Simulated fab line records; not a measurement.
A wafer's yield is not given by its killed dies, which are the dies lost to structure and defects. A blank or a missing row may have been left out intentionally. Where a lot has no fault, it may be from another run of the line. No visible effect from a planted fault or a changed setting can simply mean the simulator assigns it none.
Split-lot experiment -- flow n5-finfet -- 7 lots, 21 wafers read, on a route of 1938 steps

## SPLIT DETAILS
At N5_FIN_SAQP_FIN_ETCH_36 (etches the open film in HBr/Cl2/O2, target depth 120 nm, time 50.4 s), the setting icp-w was moved away from the recipe's 800 W on 4 of the 21 wafers read, by -10.6% to +17.9%. All remaining wafers had this setting at the recipe value.

## FROM THE SPLIT TO THE READING: what the file shows between them, 3 steps
- N5_FIN_SAQP_PRECLEAN_38: cleans in O3/DIW, time 45 s
- N5_FIN_SAQP_PRECLEAN_45: cleans in dHF, time 10 s
- N5_FIN_SAQP_SRD_39: time 30 s

## THE READING
trench-depth-nm, in nm, at N5_FIN_SAQP_OCD_MEAS_76. Fault-free wafers of this fab line usually give 120.7 nm, standard deviation 1.3 nm.

wafer,"tool, chamber at the split","icp-w as run, W",against the recipe,"trench-depth-nm, nm",against lot-mates on the recipe
L074.1,"rie-si-02, 3",800,recipe,119.1,-
L074.3,"rie-si-02, 2",800,recipe,120.2,-
L074.6,"rie-si-02, 1",800,recipe,121.6,-
L075.1,"rie-si-06, 1",800,recipe,122.5,-
L075.2,"rie-si-06, 2",800,recipe,120.4,-
L075.5,"rie-si-06, 1",800,recipe,121.9,-
L077.1,"rie-si-02, 0",800,recipe,120.0,-
L077.3,"rie-si-02, 3",800,recipe,120.7,-
L077.6,"rie-si-02, 1",800,recipe,121.3,-
L083.2,"rie-si-04, 1",943.6,+17.9%,129.9,+10.0
L083.5,"rie-si-04, 0",800,recipe,119.9,-
L083.6,"rie-si-04, 3",943.6,+17.9%,131.4,+11.5
L088.1,"rie-si-04, 2",715,-10.6%,112.5,-8.0
L088.4,"rie-si-04, 0",800,recipe,121.1,-
L088.5,"rie-si-04, 2",800,recipe,120.0,-
L090.3,"rie-si-04, 2",718.6,-10.2%,113.8,-5.0
L090.5,"rie-si-04, 3",800,recipe,119.0,-
L090.6,"rie-si-04, 0",800,recipe,118.7,-
L093.1,"rie-si-02, 2",800,recipe,119.9,-
L093.4,"rie-si-02, 0",800,recipe,120.4,-
L093.5,"rie-si-02, 1",800,recipe,121.0,-

FIT RESULTS
A straight line over all 21 wafers: trench-depth-nm changes by +0.605 nm for each +1% of icp-w; r = +0.97; the points scatter about the line by 1.1 nm.
The same after taking each lot's own level away (the mean of its wafers on the recipe; 21 wafers): +0.608 nm for each +1%; r = +0.98; scatter 0.81 nm.
According to that fit, moving icp-w by its largest amount changes the reading by 11 nm.
Measured against the standard deviation above, the lots' own levels, which go from 118.85 to 121.60 nm, span 2.1 times it.
So the lot-to-lot level changes the slope little: the two slopes agree.
Check: for one of the wafers moved furthest among these (+17.9%), held out of the fit, the line's prediction against its lot-mates is +11.5 nm. Against them it came out at +10 nm.

## THESE WAFERS: OTHER SPLITS
These wafers also went through other splits before the reading. Each is held against what the fit with the lots' levels taken away leaves over:
other split on the same wafers,wafers away from the commonest value,r with trench-depth-nm (lot level and that fit taken away)
N5_ZERO_LAYER_PECVD_02 time-s,9,+0.02
N5_ZERO_LAYER_COAT_05 spin-rpm,11,+0.17
N5_WELL_APT_PEB_23 peb-temp-c,4,-0.20
N5_WELL_APT_DESCUM_30 time-s,5,+0.30
N5_FIN_SAQP_HM_DEP_03 time-s,8,-0.30
N5_FIN_SAQP_EXPOSE_13 dose-mj,5,+0.10
N5_FIN_SAQP_ETCH_64 bias-w,8,-0.12

## THE WHOLE CHAIN: every reading that the file lists as answering this split, in the file's order
step,what it does,reading,change (the file's fit),r (the file's)
N5_FIN_SAQP_FIN_ETCH_36,"etches the open film in HBr/Cl2/O2, target depth 120 nm, time 50.4 s","FIN_SAQP.feature-depth-nm (the simulator's own value, which no gauge read)",+0.608 nm for each +1% of the setting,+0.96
N5_FIN_SAQP_FIN_ETCH_36,"etches the open film in HBr/Cl2/O2, target depth 120 nm, time 50.4 s","etch.depth-nm (the simulator's own value, which no gauge read)",+0.608 nm for each +1% of the setting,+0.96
N5_FIN_SAQP_OCD_MEAS_76,,trench-depth-nm,+0.613 nm for each +1% of the setting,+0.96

## FILE'S OWN FIT
trench-depth-nm changes by +0.613 nm for each +1% of icp-w, r = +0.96.
